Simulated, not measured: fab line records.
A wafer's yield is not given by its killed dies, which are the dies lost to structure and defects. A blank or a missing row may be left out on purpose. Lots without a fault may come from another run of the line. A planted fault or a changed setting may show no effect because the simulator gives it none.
Which of the tools did it?	flow n5 finfet	72 wafers from 24 lots sampled at 5 of the route's 1938 steps

## WHAT THE GAUGES SHOWED, per wafer
N5_BEOL_M12_CD_MEAS_28: target cd 160.2 nm.
lot	measured	on	cd nm (nm)
L074	day 10 13:58	cd sem-01	163.8 160.8 160.0
L075	day 10 16:45	cd sem-01	165.1 160.0 163.0
L077	day 11 05:05	cd sem-02	159.3 162.2 158.7
L076	day 11 08:39	cd sem-01	161.9 158.3 161.4
L079	day 11 08:55	cd sem-03	158.0 162.8 162.3
L078	day 11 19:07	cd sem-03	161.6 161.0 160.9
L080	day 12 04:58	cd sem-03	158.5 157.4 162.2
L083	day 12 12:49	cd sem-01	163.3 160.4 159.3
L081	day 12 16:49	cd sem-01	161.1 160.0 159.9
L082	day 12 21:13	cd sem-02	161.5 164.2 162.9
L084	day 13 07:52	cd sem-01	161.3 160.1 162.0
L085	day 13 16:16	cd sem-01	160.4 162.2 157.9
L086	day 14 08:03	cd sem-03	162.1 160.7 159.5
L089	day 14 10:21	cd sem-03	162.0 161.4 158.0
L087	day 14 10:55	cd sem-01	159.4 161.9 160.8
L088	day 14 13:39	cd sem-03	163.0 161.5 159.5
L090	day 15 03:30	cd sem-03	161.7 161.0 161.6
L091	day 15 13:21	cd sem-03	163.3 163.6 163.0
L094	day 15 18:47	cd sem-01	161.0 157.8 163.1
L093	day 16 03:08	cd sem-01	160.2 159.7 160.5
L095	day 16 07:02	cd sem-03	160.9 162.2 161.9
L092	day 16 15:25	cd sem-02	163.6 161.4 162.1
L096	day 16 19:28	cd sem-03	161.5 163.5 164.0
L097	day 17 16:39	cd sem-03	162.7 158.0 162.9

## EACH LOT AND THE TOOL THAT RAN IT (in order: tool; ch and the chambers of the sampled wafers; start)
lot	N5_BEOL_M10_SPUTTER_48	N5_BEOL_M11_ETCH_61	N5_BEOL_M11_SPUTTER_48	N5_BEOL_M12_STRIP_64
L074	pvd sputter-01, day 10 01:14	rie diel-03 ch 0,2, day 10 05:33	pvd sputter-01, day 10 11:19	plasma asher-01 ch 0,1, day 10 13:27
L075	pvd sputter-03, day 10 04:37	rie diel-06 ch 0,1,3, day 10 10:44	pvd sputter-03, day 10 14:23	plasma asher-01 ch 0,1, day 10 16:16
L077	pvd sputter-02, day 10 18:29	rie diel-03 ch 0,1,2, day 10 21:51	pvd sputter-02, day 11 02:17	plasma asher-01 ch 0,1, day 11 04:38
L076	pvd sputter-02, day 10 21:25	rie diel-04 ch 0,3, day 11 00:58	pvd sputter-02, day 11 06:02	plasma asher-01 ch 0,1, day 11 08:04
L079	pvd sputter-01, day 11 00:02	rie diel-04 ch 1,2,3, day 11 02:46	pvd sputter-02, day 11 06:30	plasma asher-01 ch 0,1, day 11 08:27
L078	pvd sputter-02, day 11 07:07	rie diel-03 ch 0,1, day 11 10:23	pvd sputter-01, day 11 16:14	plasma asher-01 ch 1, day 11 18:31
L080	pvd sputter-03, day 11 20:50	rie diel-04 ch 1,2,3, day 12 00:05	pvd sputter-02, day 12 02:36	plasma asher-01 ch 0,1, day 12 04:29
L083	pvd sputter-03, day 12 00:55	rie diel-06 ch 0,2,3, day 12 06:10	pvd sputter-01, day 12 10:20	plasma asher-02 ch 0,1, day 12 12:13
L081	pvd sputter-03, day 12 01:08	rie diel-06 ch 1,3, day 12 06:25	pvd sputter-02, day 12 13:43	plasma asher-02 ch 0,1, day 12 16:20
L082	pvd sputter-02, day 12 09:36	rie diel-04 ch 1,2,3, day 12 13:41	pvd sputter-01, day 12 18:40	plasma asher-02 ch 0,1, day 12 20:37
L084	pvd sputter-02, day 12 20:40	rie diel-03 ch 2, day 13 00:51	pvd sputter-01, day 13 04:49	plasma asher-02 ch 0, day 13 07:16
L085	pvd sputter-01, day 13 04:37	rie diel-03 ch 0,1,2, day 13 07:52	pvd sputter-01, day 13 13:40	plasma asher-02 ch 0,1, day 13 15:40
L086	pvd sputter-03, day 13 19:21	rie diel-03 ch 0,1,3, day 14 01:00	pvd sputter-01, day 14 05:19	plasma asher-02 ch 0,1, day 14 07:28
L089	pvd sputter-01, day 14 00:22	rie diel-06 ch 0,1,2, day 14 03:47	pvd sputter-01, day 14 07:44	plasma asher-01 ch 0, day 14 09:44
L087	pvd sputter-01, day 14 00:41	rie diel-03 ch 0,1,2, day 14 04:05	pvd sputter-02, day 14 08:32	plasma asher-01 ch 0,1, day 14 10:26
L088	pvd sputter-03, day 14 03:42	rie diel-03 ch 2,3, day 14 06:38	pvd sputter-02, day 14 10:32	plasma asher-02 ch 0,1, day 14 13:12
L090	pvd sputter-03, day 14 18:00	rie diel-06 ch 0,1,2, day 14 21:19	pvd sputter-01, day 15 00:50	plasma asher-02 ch 0,1, day 15 02:55
L091	pvd sputter-03, day 15 01:01	rie diel-04 ch 1,2, day 15 06:42	pvd sputter-02, day 15 10:50	plasma asher-01 ch 0,1, day 15 12:46
L094	pvd sputter-01, day 15 10:14	rie diel-03 ch 1,2, day 15 13:26	pvd sputter-03, day 15 16:19	plasma asher-01 ch 0,1, day 15 18:19
L093	pvd sputter-01, day 15 15:00	rie diel-03 ch 2,3, day 15 19:37	pvd sputter-03, day 16 00:04	plasma asher-02 ch 1, day 16 02:40
L095	pvd sputter-02, day 15 19:07	rie diel-04 ch 0,2, day 15 23:44	pvd sputter-03, day 16 04:38	plasma asher-01 ch 0,1, day 16 06:34
L092	pvd sputter-03, day 16 04:49	rie diel-03 ch 0,2,3, day 16 08:59	pvd sputter-02, day 16 12:56	plasma asher-01 ch 0,1, day 16 14:49
L096	pvd sputter-03, day 16 08:31	rie diel-06 ch 1,3, day 16 12:20	pvd sputter-01, day 16 16:58	plasma asher-01 ch 0,1, day 16 18:58
L097	pvd sputter-03, day 17 05:53	rie diel-03 ch 0,2, day 17 10:36	pvd sputter-02, day 17 13:58	plasma asher-01 ch 0,1, day 17 16:01
- N5_BEOL_M10_SPUTTER_48: material Cu, target thk 12 nm, time 2 s.
- N5_BEOL_M11_ETCH_61: etches SiARC in CF4, target depth 39 nm, time 65 s.
- N5_BEOL_M11_SPUTTER_48: material Cu, target thk 12 nm, time 2 s.
- N5_BEOL_M12_STRIP_64: strips in N2/H2.

## AS READ BY THE TOOLS THEMSELVES (means over the sampled wafers that have a number; for cases with no such wafer, the mark the record gives instead)
N5_BEOL_M10_SPUTTER_48.
lot	tool	throttle valve pct (%)
L074	pvd sputter-01	29.8
L075	pvd sputter-03	30.3
L077	pvd sputter-02	29.3
L076	pvd sputter-02	29.1
L079	pvd sputter-01	30.1
L078	pvd sputter-02	30.2
L080	pvd sputter-03	30.2
L083	pvd sputter-03	29.6
L081	pvd sputter-03	30.0
L082	pvd sputter-02	30.1
L084	pvd sputter-02	30.3
L085	pvd sputter-01	30.0
L086	pvd sputter-03	30.1
L089	pvd sputter-01	29.4
L087	pvd sputter-01	29.7
L088	pvd sputter-03	30.1
L090	pvd sputter-03	29.8
L091	pvd sputter-03	29.9
L094	pvd sputter-01	29.9
L093	pvd sputter-01	29.8
L095	pvd sputter-02	29.9
L092	pvd sputter-03	29.8
L096	pvd sputter-03	30.4
L097	pvd sputter-03	29.9

N5_BEOL_M11_ETCH_61.
lot	tool	drypump motor current A (A)	etch rf on time s (s)	oes product au (a.u.)	rf vpp V (V)	showerhead plenum p Torr (Torr)	throttle valve pct (%)
L074	rie diel-03	6.1	61.7	0.78	183.6	2.16	15.54
L075	rie diel-06	5.9	64.5	0.66	183.1	2.07	15.75
L077	rie diel-03	6.0	63.5	0.73	183.5	2.11	15.62
L076	rie diel-04	5.5	64.4	0.64	182.9	2.03	15.45
L079	rie diel-04	5.9	66.7	0.68	184.0	2.13	15.46
L078	rie diel-03	5.7	62.5	0.66	183.6	2.09	15.88
L080	rie diel-04	5.9	67.0	0.67	183.3	2.13	15.47
L083	rie diel-06	5.8	64.8	0.74	184.8	2.19	15.46
L081	rie diel-06	6.1	64.9	0.69	183.8	2.09	15.69
L082	rie diel-04	6.0	67.4	0.66	183.9	2.13	15.48
L084	rie diel-03	6.6	63.7	0.78	183.4	2.11	15.18
L085	rie diel-03	6.0	62.6	0.71	184.2	2.11	15.65
L086	rie diel-03	5.6	63.5	0.70	184.0	2.16	15.63
L089	rie diel-06	5.8	63.6	0.75	184.8	2.18	15.45
L087	rie diel-03	6.0	63.3	0.70	183.7	2.10	15.66
L088	rie diel-03	5.8	64.3	0.77	185.9	2.21	15.14
L090	rie diel-06	5.8	65.0	0.74	185.0	2.18	15.46
L091	rie diel-04	6.2	69.2	0.63	185.7	2.20	15.57
L094	rie diel-03	5.9	62.3	0.66	182.8	2.05	15.75
L093	rie diel-03	5.9	64.4	0.75	184.9	2.21	15.16
L095	rie diel-04	5.8	66.2	0.69	183.4	2.13	15.54
L092	rie diel-03	6.0	63.7	0.73	185.6	2.18	15.40
L096	rie diel-06	6.0	65.1	0.64	183.2	2.07	15.79
L097	rie diel-03	6.0	63.5	0.70	182.5	2.15	15.64

N5_BEOL_M11_SPUTTER_48.
lot	tool	throttle valve pct (%)
L074	pvd sputter-01	29.5
L075	pvd sputter-03	29.9
L077	pvd sputter-02	30.6
L076	pvd sputter-02	29.9
L079	pvd sputter-02	29.1
L078	pvd sputter-01	29.9
L080	pvd sputter-02	29.9
L083	pvd sputter-01	29.7
L081	pvd sputter-02	30.4
L082	pvd sputter-01	30.1
L084	pvd sputter-01	30.3
L085	pvd sputter-01	30.1
L086	pvd sputter-01	29.6
L089	pvd sputter-01	30.2
L087	pvd sputter-02	29.4
L088	pvd sputter-02	29.2
L090	pvd sputter-01	29.7
L091	pvd sputter-02	29.1
L094	pvd sputter-03	29.6
L093	pvd sputter-03	30.3
L095	pvd sputter-03	29.8
L092	pvd sputter-02	29.3
L096	pvd sputter-01	30.3
L097	pvd sputter-02	30.2

N5_BEOL_M12_STRIP_64.
lot	tool	drypump motor current A (A)	h2 flow sccm (sccm)	heater power w (W)	oes product au (a.u.)	strip time to endpoint s (s)
L074	plasma asher-01	5.3	3250	366	0.718	31.40
L075	plasma asher-01	5.4	3248	357	0.715	31.21
L077	plasma asher-01	5.4	3256	364	0.717	31.22
L076	plasma asher-01	5.4	3239	364	0.712	31.43
L079	plasma asher-01	5.4	3243	352	0.716	31.20
L078	plasma asher-01	5.5	3260	357	0.715	31.46
L080	plasma asher-01	5.4	3245	362	0.716	31.30
L083	plasma asher-02	5.8	3252	346	0.715	31.26
L081	plasma asher-02	6.0	3245	349	0.712	31.23
L082	plasma asher-02	5.8	3249	347	0.713	31.24
L084	plasma asher-02	5.7	3263	337	0.714	31.32
L085	plasma asher-02	6.0	3242	353	0.713	31.34
L086	plasma asher-02	5.8	3242	344	0.713	31.27
L089	plasma asher-01	5.3	3239	358	0.714	31.35
L087	plasma asher-01	5.4	3260	359	0.716	31.40
L088	plasma asher-02	6.0	3251	353	0.714	31.37
L090	plasma asher-02	5.9	3255	344	0.715	31.40
L091	plasma asher-01	5.4	3248	354	0.714	31.30
L094	plasma asher-01	5.4	3247	358	0.716	31.42
L093	plasma asher-02	6.1	3245	354	0.718	31.29
L095	plasma asher-01	5.4	3250	367	0.715	31.42
L092	plasma asher-01	5.4	3245	361	0.713	31.42
L096	plasma asher-01	5.4	3256	361	0.718	31.33
L097	plasma asher-01	5.4	3247	366	0.711	31.32

## THE ANSWER, worked out from the rows above alone
Rule: the lots themselves supply what counts as usual. The widest of any qualifying gaps counts: lots, ordered by their means at a reading, are off when they make up no more than a third of the lots, leave a main group of 4 or more, and stand apart from it by 3 or more times the standard deviation of that group's means. A main group is skipped when, at the precision printed for the reading in the tables above, its means are all equal. A lot without any number at a reading at which 4 lots or more have one is off too. Where the step has rows for the other lots, those lots are counted as sound. After the gauges, taken in route order, come the tools' own readings; for these a lot's mean is taken, as printed above. The first step at which some lot is off is used, and at that step the reading that is off furthest; a lot without a number counts as furthest.
Across all readings shown, no lot is off: no conclusion can be drawn from this.

## WHAT THE SIMULATOR HAD PUT IN
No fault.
